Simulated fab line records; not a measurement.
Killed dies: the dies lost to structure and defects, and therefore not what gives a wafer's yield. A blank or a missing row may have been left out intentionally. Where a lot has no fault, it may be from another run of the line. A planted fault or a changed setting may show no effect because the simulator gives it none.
Chamber matching    flow n5_finfet    rie_diel-02 running N5_BEOL_M0_ETCH_138: 4 sister chambers
The step etches SiCN in CH3F/O2, target depth 12 nm, time 31.6 s. 8 wafers are shown with their chamber, then 7 later ones without.

== WAFERS PAIRED WITH THEIR CHAMBERS ==
wafer   chamber  drypump_motor_current_A (A)  showerhead_plenum_p_Torr (Torr)
L079.3  3        5.9                          1.93
L081.1  1        6.5                          2.06
L081.2  3        5.8                          1.93
L088.2  2        6.1                          2.10
L088.3  0        5.5                          2.13
L088.5  0        5.5                          2.13
L090.1  1        6.5                          2.05
L090.2  2        6.1                          2.10

== WAFERS WHOSE CHAMBER IS MISSING ==
wafer   drypump_motor_current_A (A)  showerhead_plenum_p_Torr (Torr)
L090.3  5.5                          2.13
L091.3  5.5                          2.13
L091.4  6.5                          2.05
L091.6  6.5                          2.05
L093.1  6.5                          2.05
L093.4  5.5                          2.13
L093.6  5.9                          1.92

== WHICH CHAMBER EACH ONE RAN IN ==
wafer   from the rows above  in truth
L090.3  0                    0
L091.3  0                    0
L091.4  1                    1
L091.6  1                    1
L093.1  1                    1
L093.4  0                    0
L093.6  3                    3
Correctly placed: 7 of 7. Number that these rows cannot place: 0. 0 placed wrongly.
How it was worked out, from the rows above alone: a wafer's distance from a chamber is the root of the sum, over the readings, of the square of ((its reading less the chamber's mean) divided by the reading's scatter). If the next closest chamber is less than 2 further off than the closest, the wafer can't be placed; otherwise it belongs to the closest. For every chamber, the mean is computed from those of its wafers that are shown. The scatter: take each reading less its chamber's mean, square it, sum over the shown wafers, divide by the number of wafers less the number of chambers, and take the root.
